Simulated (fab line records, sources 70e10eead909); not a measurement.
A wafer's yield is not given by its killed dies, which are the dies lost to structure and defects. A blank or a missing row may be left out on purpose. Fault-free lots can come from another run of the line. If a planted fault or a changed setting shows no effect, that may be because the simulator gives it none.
Which tool is to blame?	flow nand harc	22 lots, 66 wafers sampled, at 6 steps of a route of 1159

## WHAT THE GAUGES READ, wafer by wafer
Not one reading of a measure or inspect step in the record can be checked against a usual standard deviation.

## WHICH TOOL RAN EACH LOT (tool, then ch and the chambers of the sampled wafers, then the start)
lot	NHARC_A_STAIRCASE_TRIM_222	NHARC_A_STAIRCASE_TRIM_224	NHARC_A_STAIRCASE_HM_DEP_462	NHARC_A_STAIRCASE_ETCH_453	NHARC_A_STAIRCASE_ETCH_315	NHARC_A_STAIRCASE_DESCUM_443
L075	rie diel-04 ch 0,1,2, day 11 23:43 or earlier	rie diel-04 ch 1,2,3, day 11 23:43 or earlier	acl dep-02 ch 0, day 11 23:43	rie diel-04 ch 1,2,3, day 13 22:21 or earlier	rie diel-04 ch 1,3, day 13 22:21 or earlier	rie diel-04 ch 0,1,3, day 13 22:21
L074	rie diel-13 ch 0,2,3, day 12 01:51 or earlier	rie diel-13 ch 1,2,3, day 12 01:51 or earlier	acl dep-03 ch 0, day 12 01:51	rie diel-08 ch 0,1,3, day 13 22:14 or earlier	rie diel-08 ch 0,1,3, day 13 22:14 or earlier	rie diel-04 ch 1,2,3, day 13 22:14
L076	rie diel-04 ch 0,1,3, day 12 10:53 or earlier	rie diel-04 ch 1,3, day 12 10:53 or earlier	acl dep-01 ch 0, day 12 10:53	rie diel-08 ch 0,3, day 14 04:15 or earlier	rie diel-08 ch 0,1,3, day 14 04:15 or earlier	rie diel-13 ch 0,2, day 14 04:15
L077	rie diel-13 ch 0,1,3, day 12 14:31 or earlier	rie diel-13 ch 1,3, day 12 14:31 or earlier	acl dep-03 ch 0, day 12 14:31	rie diel-04 ch 2,3, day 14 11:13 or earlier	rie diel-04 ch 1,2,3, day 14 11:13 or earlier	rie diel-13 ch 0,3, day 14 11:13
L078	rie diel-04 ch 0,1, day 12 20:32 or earlier	rie diel-04 ch 0,1,2, day 12 20:32 or earlier	acl dep-03 ch 0, day 12 20:32	rie diel-08 ch 0,3, day 14 17:01 or earlier	rie diel-08 ch 1,3, day 14 17:01 or earlier	rie diel-13 ch 0,3, day 14 17:01
L081	rie diel-04 ch 0,1,3, day 13 07:57 or earlier	rie diel-04 ch 2,3, day 13 07:57 or earlier	acl dep-03 ch 0, day 13 07:57	rie diel-08 ch 0,1, day 15 10:56 or earlier	rie diel-08 ch 0,3, day 15 10:56 or earlier	rie diel-13 ch 1,2, day 15 10:56
L080	rie diel-04 ch 0,2,3, day 13 14:15 or earlier	rie diel-04 ch 1,2,3, day 13 14:15 or earlier	acl dep-02 ch 0, day 13 14:15	rie diel-04 ch 0,1,3, day 15 11:08 or earlier	rie diel-04 ch 0,2,3, day 15 11:08 or earlier	rie diel-04 ch 2,3, day 15 11:08
L084	rie diel-08 ch 0,1, day 13 19:16 or earlier	rie diel-08 ch 0,3, day 13 19:16 or earlier	acl dep-03 ch 0, day 13 19:16	rie diel-04 ch 0,1,3, day 15 21:41 or earlier	rie diel-04 ch 0,1,2, day 15 21:41 or earlier	rie diel-13 ch 0,1, day 15 21:41
L082	rie diel-08 ch 0,1,3, day 13 21:25 or earlier	rie diel-08 ch 0,3, day 13 21:25 or earlier	acl dep-03 ch 0, day 13 21:25	rie diel-13 ch 0,1,3, day 15 21:51 or earlier	rie diel-13 ch 0,1,2, day 15 21:51 or earlier	rie diel-08 ch 0,1,2, day 15 21:51
L079	rie diel-13 ch 0,2, day 14 00:22 or earlier	rie diel-13 ch 0,1,2, day 14 00:22 or earlier	acl dep-02 ch 0, day 14 00:22	rie diel-08 ch 0,1,3, day 15 21:58 or earlier	rie diel-08 ch 0,1, day 15 21:58 or earlier	rie diel-08 ch 0,2,3, day 15 21:58
L088	rie diel-13 ch 1,2,3, day 14 11:49 or earlier	rie diel-13 ch 0,2,3, day 14 11:49 or earlier	acl dep-01 ch 0, day 14 11:49	rie diel-04 ch 0,2,3, day 16 08:49 or earlier	rie diel-04 ch 0,1,2, day 16 08:49 or earlier	rie diel-08 ch 1,2,3, day 16 08:49
L086	rie diel-04 ch 0,2,3, day 14 16:56 or earlier	rie diel-04 ch 1,2,3, day 14 16:56 or earlier	acl dep-03 ch 0, day 14 16:56	rie diel-08 ch 1,3, day 16 08:34 or earlier	rie diel-08 ch 0,1, day 16 08:34 or earlier	rie diel-13 ch 0,1,2, day 16 08:34
L087	rie diel-04 ch 0,1,3, day 14 21:26 or earlier	rie diel-04 ch 1,2,3, day 14 21:26 or earlier	acl dep-02 ch 0, day 14 21:26	rie diel-08 ch 0,2,3, day 16 18:32 or earlier	rie diel-08 ch 0,1,2, day 16 18:32 or earlier	rie diel-13 ch 0,1,3, day 16 18:32
L085	rie diel-08 ch 0,1,3, day 14 22:52 or earlier	rie diel-08 ch 0,3, day 14 22:52 or earlier	acl dep-01 ch 0, day 14 22:52	rie diel-13 ch 0,2, day 16 18:34 or earlier	rie diel-13 ch 0,1,2, day 16 18:34 or earlier	rie diel-04 ch 0,2,3, day 16 18:34
L089	rie diel-04 ch 0,1,3, day 15 10:02 or earlier	rie diel-04 ch 0,2, day 15 10:02 or earlier	acl dep-02 ch 0, day 15 10:02	rie diel-13 ch 1,2,3, day 17 08:29 or earlier	rie diel-13 ch 0,2, day 17 08:29 or earlier	rie diel-08 ch 0,1,3, day 17 08:29
L091	rie diel-04 ch 0,1,2, day 15 14:52 or earlier	rie diel-04 ch 0,2,3, day 15 14:52 or earlier	acl dep-03 ch 0, day 15 14:52	rie diel-04 ch 0,2,3, day 17 15:39 or earlier	rie diel-04 ch 1,3, day 17 15:39 or earlier	rie diel-04 ch 1,2,3, day 17 15:39
L090	rie diel-13 ch 1,2,3, day 15 16:34 or earlier	rie diel-13 ch 0,3, day 15 16:34 or earlier	acl dep-01 ch 0, day 15 16:34	rie diel-08 ch 0,1,2, day 17 15:49 or earlier	rie diel-08 ch 0,2,3, day 17 15:49 or earlier	rie diel-08 ch 0,1, day 17 15:49
L092	rie diel-08 ch 0,1,2, day 16 00:31 or earlier	rie diel-08 ch 1,2, day 16 00:31 or earlier	acl dep-03 ch 0, day 16 00:31	rie diel-04 ch 0,1,2, day 17 20:31 or earlier	rie diel-04 ch 1,2,3, day 17 20:31 or earlier	rie diel-04 ch 1,2,3, day 17 20:31
L095	rie diel-13 ch 0,1, day 16 10:31 or earlier	rie diel-13 ch 1,2, day 16 10:31 or earlier	acl dep-02 ch 0, day 16 10:31	rie diel-04 ch 0,1,2, day 18 07:04 or earlier	rie diel-04 ch 0,2,3, day 18 07:04 or earlier	rie diel-04 ch 0,1,2, day 18 07:04
L094	rie diel-04 ch 0,1,3, day 16 14:00 or earlier	rie diel-04 ch 0,2,3, day 16 14:00 or earlier	acl dep-02 ch 0, day 16 14:00	rie diel-04 ch 0,1,2, day 18 07:13 or earlier	rie diel-04 ch 0,3, day 18 07:13 or earlier	rie diel-08 ch 2,3, day 18 07:13
L096	rie diel-08 ch 0,2,3, day 17 06:33 or earlier	rie diel-08 ch 1,2,3, day 17 06:33 or earlier	acl dep-01 ch 0, day 17 06:33	rie diel-13 ch 0,2,3, day 19 03:34 or earlier	rie diel-13 ch 1,2,3, day 19 03:34 or earlier	rie diel-08 ch 1,2,3, day 19 03:34
L097	rie diel-04 ch 0,2,3, day 17 19:30 or earlier	rie diel-04 ch 1,2, day 17 19:30 or earlier	acl dep-01 ch 0, day 17 19:30	rie diel-08 ch 1,3, day 19 17:30 or earlier	rie diel-08 ch 1,2,3, day 19 17:30 or earlier	rie diel-13 ch 0,3, day 19 17:30
- NHARC_A_STAIRCASE_TRIM_222: chemistry O2, time 211.2 s.
- NHARC_A_STAIRCASE_TRIM_224: chemistry O2, time 211.2 s.
- NHARC_A_STAIRCASE_HM_DEP_462: deposits aC, target thk 800 nm.
- NHARC_A_STAIRCASE_ETCH_453: etches the open film in CF4/O2, target depth 30 nm, overetch 3 nm, time 16.5 s.
- NHARC_A_STAIRCASE_ETCH_315: etches the open film in C4F8/O2/Ar, target depth 2500 nm, time 607.1 s.
- NHARC_A_STAIRCASE_DESCUM_443: chemistry O2, time 3 s.

## WHAT THE TOOLS THEMSELVES READ (means of the sampled wafers that have a number; where no wafer has one, the mark that the record gives instead)
NHARC_A_STAIRCASE_TRIM_222. Usual: drypump motor current A 5.7 A, standard deviation 0.35; oes product au 0.997 a.u., standard deviation 0.0098; rf vpp V 57.6 V, standard deviation 0.9; showerhead plenum p Torr 3.52 Torr, standard deviation 0.13; throttle valve pct 17.037 %, standard deviation 0.009.
lot	tool	drypump motor current A (A)	oes product au (a.u.)	rf vpp V (V)	showerhead plenum p Torr (Torr)	throttle valve pct (%)	flag
L075	rie diel-04	5.7	0.995	57.3	3.55	17.032	
L074	rie diel-13	5.6	1.002	57.5	3.50	17.033	
L076	rie diel-04	5.9	0.984	58.7	3.65	17.033	
L077	rie diel-13	5.4	0.997	57.6	3.43	17.034	
L078	rie diel-04	5.9	0.986	57.7	3.62	17.035	
L081	rie diel-04	5.9	0.994	57.1	3.64	17.046	
L080	rie diel-04	5.9	0.989	58.7	3.53	17.036	
L084	rie diel-08	6.3	0.993	57.6	3.49	17.035	
L082	rie diel-08	6.1	0.994	57.2	3.46	17.035	
L079	rie diel-13	5.6	1.004	57.2	3.56	17.037	
L088	rie diel-13	5.5	1.005	57.9	3.51	17.038	
L086	rie diel-04	5.9	0.995	57.7	3.53	17.038	
L087	rie diel-04	5.9	0.994	57.7	3.63	17.041	
L085	rie diel-08	6.1	1.011	57.0	3.45	17.034	
L089	rie diel-04	5.9	1.000	56.8	3.63	17.020	
L091	rie diel-04	5.7	1.000	58.7	3.54	17.044	
L090	rie diel-13	5.5	1.000	57.8	3.51	17.035	
L092	rie diel-08	6.0	1.012	58.7	3.49	17.032	
L095	rie diel-13	5.3	1.006	57.1	3.41	17.032	
L094	rie diel-04	5.9	0.993	57.7	3.63	17.042	
L096	rie diel-08	5.9	1.004	57.6	3.53	17.036	
L097	rie diel-04	5.9	1.002	57.5	3.51	17.049	

NHARC_A_STAIRCASE_TRIM_224. Usual: drypump motor current A 5.7 A, standard deviation 0.35; oes product au 0.996 a.u., standard deviation 0.0092; rf vpp V 57.8 V, standard deviation 0.91; showerhead plenum p Torr 3.52 Torr, standard deviation 0.12; throttle valve pct 17.036 %, standard deviation 0.0095.
lot	tool	drypump motor current A (A)	oes product au (a.u.)	rf vpp V (V)	showerhead plenum p Torr (Torr)	throttle valve pct (%)	flag
L075	rie diel-04	5.7	0.992	58.0	3.58	17.023	
L074	rie diel-13	5.5	1.006	58.0	3.53	17.032	
L076	rie diel-04	5.9	0.982	58.8	3.68	17.034	
L077	rie diel-13	5.4	1.001	57.8	3.46	17.039	
L078	rie diel-04	5.7	0.991	57.7	3.55	17.045	
L081	rie diel-04	5.9	0.995	58.1	3.56	17.033	
L080	rie diel-04	5.7	0.990	57.5	3.58	17.039	
L084	rie diel-08	6.1	0.986	58.1	3.53	17.027	
L082	rie diel-08	6.0	0.987	57.7	3.50	17.041	
L079	rie diel-13	5.5	1.001	57.6	3.49	17.031	
L088	rie diel-13	5.6	0.993	58.3	3.49	17.029	
L086	rie diel-04	5.7	0.997	58.5	3.57	17.037	
L087	rie diel-04	5.7	0.991	57.5	3.57	17.035	
L085	rie diel-08	6.0	0.998	57.2	3.50	17.033	
L089	rie diel-04	5.9	0.994	58.1	3.49	17.031	
L091	rie diel-04	5.9	0.992	57.8	3.52	17.040	
L090	rie diel-13	5.5	0.999	57.4	3.39	17.042	
L092	rie diel-08	5.8	1.004	57.8	3.51	17.041	
L095	rie diel-13	5.3	1.004	57.6	3.51	17.033	
L094	rie diel-04	5.9	0.991	58.0	3.52	17.048	
L096	rie diel-08	5.9	0.998	57.6	3.46	17.036	
L097	rie diel-04	5.5	0.999	57.6	3.57	17.044	

NHARC_A_STAIRCASE_HM_DEP_462. Usual: throttle valve pct at 35.001 %, with a standard deviation of 0.0094.
lot	tool	throttle valve pct (%)	flag
L075	acl dep-02	35.009	
L074	acl dep-03	34.998	
L076	acl dep-01	35.002	
L077	acl dep-03	34.996	
L078	acl dep-03	35.005	
L081	acl dep-03	35.011	
L080	acl dep-02	35.001	
L084	acl dep-03	35.007	
L082	acl dep-03	34.997	
L079	acl dep-02	35.008	
L088	acl dep-01	34.996	
L086	acl dep-03	34.998	
L087	acl dep-02	35.003	
L085	acl dep-01	35.007	
L089	acl dep-02	35.008	
L091	acl dep-03	34.990	
L090	acl dep-01	35.003	
L092	acl dep-03	34.995	
L095	acl dep-02	35.000	
L094	acl dep-02	35.003	
L096	acl dep-01	35.006	
L097	acl dep-01	34.998	

NHARC_A_STAIRCASE_ETCH_453. Usual: bias w 100.02 W, standard deviation 0.28; drypump motor current A 5.8 A, standard deviation 0.35; oes product au 0.996 a.u., standard deviation 0.011; rf vpp V 197.7 V, standard deviation 1.3; showerhead plenum p Torr 1.33 Torr, standard deviation 0.048; throttle valve pct 13.397 %, standard deviation 0.0085.
lot	tool	bias w (W)	drypump motor current A (A)	oes product au (a.u.)	rf vpp V (V)	showerhead plenum p Torr (Torr)	throttle valve pct (%)	flag
L075	rie diel-04	100.28	5.7	0.989	198.5	1.36	13.390	
L074	rie diel-08	99.92	6.1	0.989	196.6	1.31	13.391	
L076	rie diel-08	99.84	6.0	0.984	197.4	1.33	13.397	
L077	rie diel-04	99.93	5.9	0.996	198.2	1.35	13.393	
L078	rie diel-08	100.21	6.1	0.987	197.8	1.34	13.394	
L081	rie diel-08	99.92	6.3	0.986	197.5	1.32	13.393	
L080	rie diel-04	100.13	5.9	0.994	198.7	1.38	13.400	
L084	rie diel-04	99.95	5.9	0.994	197.5	1.38	13.384	
L082	rie diel-13	99.99	5.4	1.000	197.2	1.29	13.396	
L079	rie diel-08	100.14	6.1	1.006	197.1	1.30	13.400	
L088	rie diel-04	100.20	5.9	0.997	197.9	1.33	13.402	
L086	rie diel-08	100.03	6.1	1.005	196.1	1.28	13.403	
L087	rie diel-08	99.93	5.8	1.009	198.6	1.34	13.404	
L085	rie diel-13	99.71	5.6	1.010	197.7	1.34	13.395	
L089	rie diel-13	100.15	5.5	0.999	197.5	1.33	13.390	
L091	rie diel-04	100.02	5.9	0.986	198.4	1.33	13.403	
L090	rie diel-08	100.05	6.0	1.010	197.1	1.32	13.391	
L092	rie diel-04	100.16	5.7	0.985	197.7	1.33	13.402	
L095	rie diel-04	100.21	5.7	0.992	197.4	1.33	13.396	
L094	rie diel-04	99.92	5.7	0.984	198.8	1.33	13.401	
L096	rie diel-13	100.26	5.5	0.994	197.8	1.31	13.402	
L097	rie diel-08	99.99	6.1	1.016	197.5	1.27	13.400	

NHARC_A_STAIRCASE_ETCH_315. Usual: bias w 3000 W, standard deviation 9.5; oes product au 0.930 a.u., standard deviation 0.011; rf vpp V 1825 V, standard deviation 9.1.
lot	tool	bias w (W)	oes product au (a.u.)	rf vpp V (V)	flag
L075	rie diel-04	2999	0.935	1839	
L074	rie diel-08	3007	0.937	1822	
L076	rie diel-08	2996	0.923	1821	
L077	rie diel-04	3000	0.934	1830	
L078	rie diel-08	2996	0.928	1815	
L081	rie diel-08	3004	0.923	1825	
L080	rie diel-04	3010	0.922	1827	
L084	rie diel-04	3003	0.928	1828	
L082	rie diel-13	2997	0.932	1824	
L079	rie diel-08	2999	0.940	1817	
L088	rie diel-04	3010	0.938	1828	
L086	rie diel-08	2993	0.926	1817	
L087	rie diel-08	2993	0.937	1824	
L085	rie diel-13	3010	0.934	1823	
L089	rie diel-13	3004	0.932	1828	
L091	rie diel-04	2994	0.925	1838	
L090	rie diel-08	3010	0.940	1827	
L092	rie diel-04	2994	0.925	1830	
L095	rie diel-04	3010	0.914	1826	
L094	rie diel-04	2992	0.916	1833	
L096	rie diel-13	2999	0.938	1825	
L097	rie diel-08	2998	0.942	1821	

NHARC_A_STAIRCASE_DESCUM_443. Usual: drypump motor current A 5.7 A, standard deviation 0.34; oes product au 1.000 a.u., standard deviation 0.01; rf vpp V 57.8 V, standard deviation 0.83; showerhead plenum p Torr 1.90 Torr, standard deviation 0.071; throttle valve pct 11.311 %, standard deviation 0.0096.
lot	tool	drypump motor current A (A)	oes product au (a.u.)	rf vpp V (V)	showerhead plenum p Torr (Torr)	throttle valve pct (%)	flag
L075	rie diel-04	5.9	0.997	58.3	1.98	11.307	
L074	rie diel-04	5.7	0.998	56.7	1.94	11.303	
L076	rie diel-13	5.6	0.999	58.4	1.93	11.313	
L077	rie diel-13	5.5	0.997	58.1	1.83	11.304	
L078	rie diel-13	5.5	0.994	57.4	1.85	11.312	
L081	rie diel-13	5.5	1.002	57.8	1.94	11.311	
L080	rie diel-04	5.9	0.991	57.5	1.92	11.311	
L084	rie diel-13	5.3	1.007	57.8	1.84	11.315	
L082	rie diel-08	6.0	1.016	58.2	1.89	11.312	
L079	rie diel-08	5.9	1.008	57.5	1.92	11.319	
L088	rie diel-08	5.8	1.006	57.1	1.87	11.311	
L086	rie diel-13	5.4	1.001	57.0	1.88	11.316	
L087	rie diel-13	5.4	0.992	57.5	1.84	11.305	
L085	rie diel-04	5.9	0.990	57.8	1.90	11.325	
L089	rie diel-08	6.1	1.006	57.8	1.86	11.312	
L091	rie diel-04	5.7	0.996	57.5	1.93	11.311	
L090	rie diel-08	6.3	1.006	56.5	1.88	11.307	
L092	rie diel-04	5.7	0.995	58.2	1.93	11.317	
L095	rie diel-04	5.7	0.995	57.3	1.91	11.317	
L094	rie diel-08	5.6	1.007	58.5	1.92	11.299	
L096	rie diel-08	5.9	1.007	58.6	1.87	11.306	
L097	rie diel-13	5.6	0.994	57.1	1.83	11.307	

## THE ANSWER, worked out from the rows above alone
Rule: a lot counts as off when the mean over its wafers that have a number is more than 3 standard deviations away from the usual mean. A lot without any number at a reading at which 4 lots or more have one is off too. Any other lot the step has rows for is counted as sound. After the gauges, taken in route order, come the tools' own readings; for these a lot's mean is taken, as printed above. The first step at which some lot is off is used, and at that step the reading that is off furthest; a lot without a number counts as furthest.
Across all readings shown, no lot is off: no conclusion can be drawn from this.

## WHAT WAS PUT IN BY THE SIMULATOR
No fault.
